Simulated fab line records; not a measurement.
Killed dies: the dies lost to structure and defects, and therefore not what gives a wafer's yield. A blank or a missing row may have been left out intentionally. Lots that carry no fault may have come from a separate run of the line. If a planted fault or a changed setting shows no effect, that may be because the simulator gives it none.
fab line records	flow nand_harc
record lots=14	wafers=42	last_day=25
route steps=1159 shown A_M0@1024 A_M1@1036 END@1159
lots untouched by any fault: they come from a run of this same line in which no faults occurred
start_h: hours from the record's first day to the start of the lot's first wafer shown	wait_h: how many hours have passed since the lot's step before this one	" repeats the value in the row above	L1.1+2: a row that stands for several wafers	- no value present, or no start provided	* or withheld: withheld	< > ~ a bound
route shown NAME@n: NAME is a module with steps in the file, n the number in the route of the first one	usual: mean and standard deviation over wafers with no fault	same: alike in all rows	chamber/n: place in a boat	sites: per-site readings	_std_site: the standard deviation of these	_edge_site: the outer-site mean with the inner-site mean subtracted	radius_mm: how far each site lies from the wafer's centre	mask NAME#n: copy n	behind: the most recent tool/chamber to have shaped the wafer	hold: why the lot went on hold/how many hours it stayed there/how the hold came to an end	device: names the non-switching transistor (n, p or np)	end of line: the tests these same wafers got at the end of their route	a step given without rows: its recipe and nothing more	killed: dies that structure and defects cost at the first sort, which is not the same as the wafer's yield	map: the dies of a wafer, with x for killed, . for not killed, _ for no die there
set.NAME: setting as actually run; set.NAME@STEP: the setting as run at that earlier step	model.NAME: the simulator's own value behind a step, which no gauge read
a sample of lots followed through the steps of the route, with each step as a table and each wafer as a row
services: from which hour (start_h, from the record's first day; less than 0 if before it) a tool's chamber was out of use, for how many hours, and why
## steps
# step NHARC_A_M0_PRE_CLEAN_31
# recipe time_s=12	temp_c=370	rf_power_w=300	gas=NH3
# usual heater_power_w=616/69
lot.wafer	tool	chamber	start_h	wait_h	heater_power_w
L625.3	pecvd-02	1	406.96	0.1	581
L625.2	"	2	"	"	660
L625.4	"	2	"	"	666
L623.3	pecvd-02	2	408.76	0.1	679
L623.6	"	2	"	"	659
L623.5	"	0	"	"	545
L627.1	pecvd-01	2	412.75	0.1	687
L627.5	"	2	"	"	728
L627.6	"	0	"	"	677
L626.2	pecvd-01	1	413.77	0.1	508
L626.5	"	1	"	"	487
L626.4	"	2	"	"	657
L624.2	pecvd-02	2	415.50	0.1	637
L624.1	"	0	"	"	482
L624.5	"	0	"	"	469
L630.3	pecvd-02	2	454.72	0.1	644
L630.1	"	0	"	"	494
L630.6	"	0	"	"	504
L629.1	pecvd-02	2	459.96	0.1	632
L629.3	"	0	"	"	498
L629.6	"	1	"	"	635
L634.1	pecvd-02	0	472.65	0.1	477
L634.3	"	2	"	"	614
L634.5	"	1	"	"	613
L635.3	pecvd-01	0	478.26	0.1	588
L635.5	"	0	"	"	601
L635.6	"	2	"	"	680
L633.2	pecvd-02	2	480.56	2.2	660
L633.1	"	0	"	"	462
L633.4	"	2	"	"	659
L636.1	pecvd-02	0	493.96	0.1	506
L636.3	"	1	"	"	641
L636.5	"	0	"	"	482
L643.2	pecvd-01	0	538.57	0.1	659
L643.4	"	0	"	"	630
L643.6	"	0	"	"	651
L644.2	pecvd-02	2	539.33	0.1	685
L644.4	"	0	"	"	499
L644.3	"	2	"	"	686
L645.3	pecvd-03	0	556.00	0.1	700
L645.2	"	1	"	"	645
L645.6	"	2	"	"	560
# step NHARC_A_M0_DEP_32
# recipe target_thk_a=300	temp_c=370	target_thk_nm=30	pressure_torr=3	flow_sccm=200	rf_w=450	material=SiCN
# usual heater_power_w=572/73
lot.wafer	tool	chamber	start_h	wait_h	heater_power_w
L625.3	pecvd-02	1	407.06	0.1	498
L625.2	"	2	"	"	609
L625.4	"	2	"	"	606
L623.3	pecvd-02	2	408.84	0.1	494
L623.6	"	2	"	"	507
L623.5	"	0	"	"	445
L627.1	pecvd-01	2	412.86	0.1	594
L627.5	"	2	"	"	588
L627.6	"	0	"	"	589
L626.2	pecvd-01	1	413.88	0.1	518
L626.5	"	1	"	"	523
L626.4	"	2	"	"	688
L624.2	pecvd-02	2	415.58	0.1	594
L624.1	"	0	"	"	513
L624.5	"	0	"	"	502
L630.3	pecvd-02	2	454.80	0.1	528
L630.1	"	0	"	"	456
L630.6	"	0	"	"	462
L629.1	pecvd-02	2	460.03	0.1	579
L629.3	"	0	"	"	506
L629.6	"	1	"	"	585
L634.1	pecvd-02	0	472.73	0.1	434
L634.3	"	2	"	"	616
L634.5	"	1	"	"	561
L635.3	pecvd-01	0	478.47	0.2	613
L635.5	"	0	"	"	610
L635.6	"	2	"	"	683
L633.2	pecvd-02	2	480.67	0.1	557
L633.1	"	0	"	"	510
L633.4	"	2	"	"	546
L636.1	pecvd-02	0	494.04	0.1	475
L636.3	"	1	"	"	587
L636.5	"	0	"	"	477
L643.2	pecvd-01	0	538.73	0.1	578
L643.4	"	0	"	"	585
L643.6	"	0	"	"	580
L644.2	pecvd-02	2	539.50	0.1	614
L644.4	"	0	"	"	411
L644.3	"	2	"	"	514
L645.3	pecvd-03	0	556.11	0.1	661
L645.2	"	1	"	"	658
L645.6	"	2	"	"	488
# step NHARC_A_M1_CD_MEAS_09
# recipe target_cd_nm=120	landing_energy_ev=500
# usual cd_nm=119.9/0.8
# same landing_energy_ev=500
lot.wafer	tool	chamber	start_h	wait_h	cd_nm
L625.2	cd_sem-03	0	408.27	-	120.5
L625.3	"	0	"	"	120.3
L625.4	"	0	"	"	120.7
L623.3	cd_sem-03	0	410.11	-	120.4
L623.5	"	0	"	"	120.2
L623.6	"	0	"	"	122.0
L627.1	cd_sem-03	0	414.07	-	120.3
L627.5	"	0	"	"	119.9
L627.6	"	0	"	"	120.6
L626.2	cd_sem-02	0	415.09	-	119.9
L626.4	"	0	"	"	119.1
L626.5	"	0	"	"	119.2
L624.1	cd_sem-03	0	416.86	-	120.5
L624.2	"	0	"	"	120.7
L624.5	"	0	"	"	119.9
L630.1	cd_sem-02	0	456.04	-	121.0
L630.3	"	0	"	"	119.7
L630.6	"	0	"	"	120.5
L629.1	cd_sem-03	0	461.44	-	118.7
L629.3	"	0	"	"	119.2
L629.6	"	0	"	"	118.7
L634.1	cd_sem-02	0	474.00	-	120.4
L634.3	"	0	"	"	119.7
L634.5	"	0	"	"	120.2
L635.3	cd_sem-01	0	480.80	-	120.9
L635.5	"	0	"	"	119.6
L635.6	"	0	"	"	120.8
L633.1	cd_sem-01	0	482.30	-	120.1
L633.2	"	0	"	"	120.5
L633.4	"	0	"	"	119.7
L636.1	cd_sem-01	0	495.30	-	119.5
L636.3	"	0	"	"	119.9
L636.5	"	0	"	"	119.5
L643.2	cd_sem-02	0	540.05	-	120.3
L643.4	"	0	"	"	120.2
L643.6	"	0	"	"	119.7
L644.2	cd_sem-03	0	540.68	-	119.5
L644.3	"	0	"	"	120.9
L644.4	"	0	"	"	120.2
L645.2	cd_sem-02	0	557.44	-	118.8
L645.3	"	0	"	"	120.0
L645.6	"	0	"	"	120.0
# step NHARC_A_M1_ECD_22
# recipe target_thk_a=4000	bath_temp_c=25	material=Cu
lot.wafer	tool	chamber	start_h	wait_h
L625.2+4+3	ecd_cu-02	0,1,0	409.91	-
L623.3+5+6	ecd_cu-01	0,1,0	411.93	-
L627.1+6+5	ecd_cu-01	0,0,1	415.68	-
L626.2+4+5	ecd_cu-01	1,0,1	416.70	-
L624.2+1+5	ecd_cu-01	0,1,0	418.43	-
L630.1+3+6	ecd_cu-01	0,1,0	457.67	-
L629.1+3+6	ecd_cu-02	0,1,0	463.03	-
L634.1+3+5	ecd_cu-02	0,1,0	475.65	-
L635.3+5+6	ecd_cu-02	1,0,1	482.56	-
L633.2+1+4	ecd_cu-01	1,0,0	483.93	-
L636.1+3+5	ecd_cu-01	0,1,0	496.87	-
L643.2+4+6	ecd_cu-01	0,0,1	541.67	-
L644.2+4+3	ecd_cu-02	0,1,0	542.37	-
L645.2+3+6	ecd_cu-02	1	559.09	-
# step NHARC_END_SORT_01
# recipe temp_c=25
# usual defect_limited_yield=95.5/1.5	killed_at_array=27/10	killed_at_other=0.6/0.96	killed_at_periphery=3.4/2.7	killed_dies=31/10	killed_open=2.9/1.8	killed_short=1.8/1.4	sort_bin_2_pct=1.4/0.66	sort_bin_3_pct=0.25/0.23	sort_bin_4_pct=2.8/0.94	sort_n_pass=646/10	sort_rim_yield_pct=96.2/2.6	sort_yield_pct=95.5/1.5
# same gross_dies=677	sort_bin_5_pct[%]=0	sort_bin_6_pct[%]=0	sort_bin_7_pct[%]=0	sort_bin_8_pct[%]=0	sort_rim_n_gross=106.00
lot.wafer	tool	chamber	start_h	wait_h	defect_limited_yield[%]	killed_at_array	killed_at_other	killed_at_periphery	killed_dies	killed_open	killed_short	sort_bin_2_pct[%]	sort_bin_3_pct[%]	sort_bin_4_pct[%]	sort_n_pass	sort_rim_yield_pct[%]	sort_yield_pct[%]
L630.1	prober-01	0	492.79	2.5	96.9	12	1	8	21	1	2	0.9	0.30	1.9	656	97.2	96.9
L630.3	prober-01	0	494.40	3.1	96.2	14	0	12	26	1	5	0.7	0.30	2.8	651	96.2	96.2
L630.6	prober-01	0	496.82	4.0	95.6	17	1	12	30	3	1	1.8	0	2.7	647	96.2	95.6
L634.1	prober-01	0	523.51	2.5	38.7	410	3	2	415	1	2	22.2	5.32	33.8	262	39.6	38.7
L634.3	prober-01	0	525.11	3.1	33.7	447	1	1	449	2	1	22.6	5.47	38.3	228	31.1	33.7
L634.5	prober-01	0	526.72	3.7	33.7	444	2	3	449	5	2	22.2	6.65	37.5	228	38.7	33.7
L635.3	prober-01	0	530.98	3.1	35.9	433	0	1	434	3	1	22.6	3.84	37.7	243	38.7	35.9
L635.5	prober-01	0	532.59	3.7	37.2	425	0	0	425	1	2	22.3	4.58	35.9	252	37.7	37.2
L635.6	prober-01	0	533.40	4.0	38.3	416	2	0	418	1	0	24.1	3.55	34.1	259	34.9	38.3
L636.1	prober-01	0	531.39	2.5	94.2	35	2	2	39	3	1	2.1	0.30	3.4	638	97.2	94.2
# killed by level:class
L630.1 A_CHANNEL_HOLE_D1:chamber_film_flake=5 P_ZERO_WELL:chamber_film_flake=4 A_STAIRCASE:chamber_film_flake=3 P_M1:chamber_film_flake=2 A_CONTACT:chamber_film_flake=2 A_ONON_D1:geometric_particle:open=1 A_CONTACT:geometric_particle:short=1 P_GATE:chamber_film_flake=1
L630.3 P_ZERO_WELL:chamber_film_flake=7 P_M1:chamber_film_flake=3 A_CHANNEL_HOLE_D1:chamber_film_flake=3 A_SGD_CUT:geometric_particle:short=2 A_SLIT:chamber_film_flake=2 P_CONTACT:geometric_particle:short=1 A_CHANNEL_FILL_D1:geometric_particle:short=1 A_WL_FILL:geometric_particle:short=1
L630.6 P_GATE:chamber_film_flake=4 A_STAIRCASE:chamber_film_flake=4 A_SLIT:chamber_film_flake=4 P_ZERO_WELL:chamber_film_flake=3 P_M1:chamber_film_flake=3 A_CONTACT:geometric_particle:open=2 A_CHANNEL_HOLE_D1:chamber_film_flake=2 A_WL_FILL:chamber_film_flake=2
L634.1 A_M1:unspecified=397 A_CHANNEL_HOLE_D1:chamber_film_flake=5 THIN_TSV:chamber_film_flake=3 A_ZERO_WELL:chamber_film_flake=2 A_WL_FILL:chamber_film_flake=2 A_ONON_D1:geometric_particle:short=1 A_WL_FILL:geometric_particle:open=1 A_M1:geometric_particle:short=1
L634.3 A_M1:unspecified=440 A_CHANNEL_HOLE_D1:chamber_film_flake=4 P_CONTACT:geometric_particle:open=1 A_ONON_D1:geometric_particle:open=1 A_CHANNEL_FILL_D1:geometric_particle:short=1 A_STAIRCASE:chamber_film_flake=1 THIN_TSV:chamber_film_flake=1
L634.5 A_M1:unspecified=436 P_CONTACT:geometric_particle:open=2 A_STAIRCASE:chamber_film_flake=2 THIN_TSV:chamber_film_flake=2 P_M0:geometric_particle:open=1 A_CHANNEL_FILL_D1:geometric_particle:open=1 A_WL_FILL:geometric_particle:short=1 A_CONTACT:geometric_particle:short=1
L635.3 A_M1:unspecified=419 A_CONTACT:chamber_film_flake=5 A_CHANNEL_HOLE_D1:chamber_film_flake=4 A_ONON_D1:geometric_particle:open=1 A_CHANNEL_FILL_D1:geometric_particle:open=1 A_WL_FILL:geometric_particle:short=1 A_CONTACT:geometric_particle:open=1 P_M0:chamber_film_flake=1
L636.1 A_CHANNEL_HOLE_D1:chamber_film_flake=26 A_CONTACT:chamber_film_flake=3 A_CONTACT:geometric_particle:open=2 THIN_TSV:chamber_film_flake=2 P_M1:geometric_particle:short=1 A_CHANNEL_HOLE_D1:geometric_particle:open=1 P_ZERO_WELL:chamber_film_flake=1 A_ZERO_WELL:chamber_film_flake=1
L635.5 A_M1:unspecified=410 A_CONTACT:chamber_film_flake=5 A_STAIRCASE:chamber_film_flake=4 A_CHANNEL_HOLE_D1:chamber_film_flake=2 A_BLC:geometric_particle:short=1 A_M1:geometric_particle:open=1 A_M1:geometric_particle:short=1 A_SLIT:chamber_film_flake=1
L635.6 A_M1:unspecified=402 A_CONTACT:chamber_film_flake=9 A_CHANNEL_HOLE_D1:chamber_film_flake=4 THIN_TSV:chamber_film_flake=2 A_SGD_CUT:geometric_particle:open=1
## services
tool	chamber	start_h	hours	kind
pecvd-03	2	395.36	10.0	repair
pecvd-01	-	418.24	13.0	pm
pecvd-01	0	418.24	13.0	vent_cycle
pecvd-01	1	418.24	13.0	vent_cycle
pecvd-01	2	418.24	13.0	vent_cycle
pecvd-01	0	431.24	-	clean
pecvd-01	1	431.24	-	clean
pecvd-01	2	431.24	-	clean
ecd_cu-01	-	448.36	8.0	pm
pecvd-03	-	474.10	13.0	pm
pecvd-03	0	474.10	13.0	vent_cycle
ecd_cu-02	-	477.21	2.0	repair
pecvd-03	-	495.88	3.1	repair
pecvd-02	-	515.25	13.0	pm
pecvd-02	0	515.25	13.0	vent_cycle
pecvd-02	1	515.25	13.0	vent_cycle
pecvd-02	2	515.25	13.0	vent_cycle
pecvd-01	-	524.65	1.1	repair
pecvd-02	0	528.25	-	clean
pecvd-02	1	528.25	-	clean
pecvd-02	2	528.25	-	clean
pecvd-02	1	528.69	10.7	repair
ecd_cu-02	-	532.48	8.0	pm
pecvd-01	2	541.20	4.9	repair
## key
first_sign step=NHARC_END_SORT_01	reading=killed_dies	direction=up	sigmas=40	usual=31	struck=432
effect step=NHARC_END_SORT_01	reading=defect_limited_yield	direction=down	sigmas=40	usual=95.5	struck=36.2
more_kills_born_at NHARC_A_M1_ECD_22@ecd_cu-02=2504
met_at NHARC_A_M1_ECD_22
struck_lots L634,L635
not_acting_at NHARC_A_M0_PRE_CLEAN_31,NHARC_A_M0_DEP_32,NHARC_A_M1_CD_MEAS_09
onset_between 463.03 475.65
fault kind=chamber_particle_source	tool=ecd_cu-02	chamber=-	onset_h=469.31	steps=NHARC_A_M1_ECD_22	rate_per_visit_cm2=1.0596	end_h=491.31
